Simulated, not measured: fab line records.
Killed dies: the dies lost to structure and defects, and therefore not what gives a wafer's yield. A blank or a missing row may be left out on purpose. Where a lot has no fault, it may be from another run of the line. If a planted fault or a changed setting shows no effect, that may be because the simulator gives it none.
What tool caused it? + flow nand_harc + 9 lots, 27 wafers sampled, at 5 steps of a route of 1302

## WHAT EACH GAUGE READ, for each wafer
NHARC_END_WLT_00.
| lot  | measured     | on        | VT_DECK1_MEDIAN_NEAR_BOTTOM_INNER   |
|------|--------------|-----------|-------------------------------------|
| L258 | day 26 11:36 | prober-01 | 0.877 0.860 0.865                   |
| L263 | day 27 18:49 | prober-02 | 0.868 0.862 0.873                   |
| L262 | day 27 11:04 | prober-02 | 0.873 0.869 0.869                   |
| L266 | day 29 20:26 | prober-02 | 0.863 0.864 0.868                   |
| L268 | day 29 11:08 | prober-01 | 0.875 0.871 0.869                   |
| L270 | day 30 11:10 | prober-01 | 0.924 0.924 0.919 0.928 0.925 0.925 |
| L269 | day 30 11:40 | prober-02 | 0.921 0.934 0.934 0.925 0.934 0.939 |
| L271 | day 30 20:00 | prober-01 | 0.934 0.936 0.932 0.941 0.924 0.935 |
| L272 | day 30 18:55 | prober-02 | 0.870 0.876 0.871                   |

## WHAT TOOL EACH LOT RAN ON (gives the tool, then ch and the chambers of the sampled wafers, and finally the start)
| lot  | NHARC_A_CHANNEL_HOLE_D1_ETCH_44    | NHARC_A_CHANNEL_HOLE_D1_STRIP_27              | NHARC_A_CHANNEL_HOLE_D1_XSEM_31 | NHARC_A_CHANNEL_FILL_D1_CVD_05   |
|------|------------------------------------|-----------------------------------------------|---------------------------------|----------------------------------|
| L258 | rie_diel-03 ch 0,2, day 10 03:01   | rie_diel-03 ch 1,2,3, day 10 03:54 or earlier | xsem-01 ch 0, day 10 03:54      | lpcvd_poly-03 ch 0, day 11 06:55 |
| L263 | rie_diel-03 ch 1,2, day 12 02:17   | rie_diel-03 ch 0,1,3, day 12 03:10 or earlier | xsem-02 ch 0, day 12 03:10      | lpcvd_poly-03 ch 0, day 13 10:39 |
| L262 | rie_diel-03 ch 0,1,2, day 12 02:56 | rie_diel-03 ch 0,2,3, day 12 03:49 or earlier | xsem-01 ch 0, day 12 03:49      | lpcvd_poly-03 ch 0, day 13 10:39 |
| L266 | rie_diel-03 ch 1,2, day 13 13:01   | rie_diel-03 ch 1,2,3, day 13 13:53 or earlier | xsem-01 ch 0, day 13 13:53      | lpcvd_poly-03 ch 0, day 14 15:35 |
| L268 | rie_diel-03 ch 0,1,2, day 14 03:34 | rie_diel-03 ch 1,2,3, day 14 04:28 or earlier | xsem-01 ch 0, day 14 04:28      | lpcvd_poly-03 ch 0, day 15 07:19 |
| L270 | rie_diel-03 ch 0,1,2, day 14 17:17 | rie_diel-03 ch 1,2, day 14 18:19 or earlier   | xsem-01 ch 0, day 14 18:19      | lpcvd_poly-03 ch 0, day 15 21:24 |
| L269 | rie_diel-03 ch 1,2, day 14 19:37   | rie_diel-03 ch 0,1,2, day 14 20:38 or earlier | xsem-02 ch 0, day 14 20:38      | lpcvd_poly-03 ch 0, day 15 21:24 |
| L271 | rie_diel-07 ch 0,3, day 15 12:10   | rie_diel-07 ch 0,3, day 15 13:03 or earlier   | xsem-01 ch 0, day 15 13:03      | lpcvd_poly-03 ch 0, day 16 16:35 |
| L272 | rie_diel-10 ch 0,1,3, day 15 17:43 | rie_diel-10 ch 0,1,3, day 15 18:44 or earlier | xsem-02 ch 0, day 15 18:44      | lpcvd_poly-01 ch 0, day 16 23:15 |
- NHARC_A_CHANNEL_HOLE_D1_ETCH_44: etches the open film in CF4/O2, target depth 140 nm, overetch 14 nm, time 77 s.
- NHARC_A_CHANNEL_HOLE_D1_STRIP_27: strips in O2.
- NHARC_A_CHANNEL_HOLE_D1_XSEM_31
- NHARC_A_CHANNEL_FILL_D1_CVD_05: deposits poly-Si, target thk 5 nm.

## THE ANSWER, worked out from the rows above alone
Rule: what is usual is taken from the lots themselves. The widest of any qualifying gaps counts: lots, ordered by their means at a reading, are off when they make up no more than a third of the lots, leave a main group of 4 or more, and stand apart from it by 3 or more times the standard deviation of that group's means. The tables above print the reading to a certain number of digits; a main group whose means all agree to those digits is not used. A lot without any number at a reading at which 4 lots or more have one is off too. Any other lot the step has rows for is counted as sound.
Off: L270, L269, L271, at NHARC_END_WLT_00 (VT_DECK1_MEDIAN_NEAR_BOTTOM_INNER). For the main group the mean is 0.869 and the standard deviation 0.0026.
If a tool, at a process step before that reading, ran all the lots that are off and no sound lot after the first of them, it fits. Those tools and the gauges at NHARC_END_WLT_00 are tried in the same way. With no start given for some of its lots, NHARC_A_CHANNEL_HOLE_D1_STRIP_27 uses the hours and lot order of NHARC_A_CHANNEL_HOLE_D1_XSEM_31. One candidate fits, namely lpcvd_poly-03 at NHARC_A_CHANNEL_FILL_D1_CVD_05. Its last sound lot is L268 (day 15 07:19), its first lot that is off L269 (day 15 21:24): a fault that began between those two fits.

## WHAT HAD BEEN PUT IN BY THE SIMULATOR
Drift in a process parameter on lpcvd_poly-03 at NHARC_A_CHANNEL_FILL_D1_CVD_05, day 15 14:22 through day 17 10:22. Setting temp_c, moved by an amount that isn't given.
Lots struck among those shown: L270, L269, L271. The rule above reached the same finding.
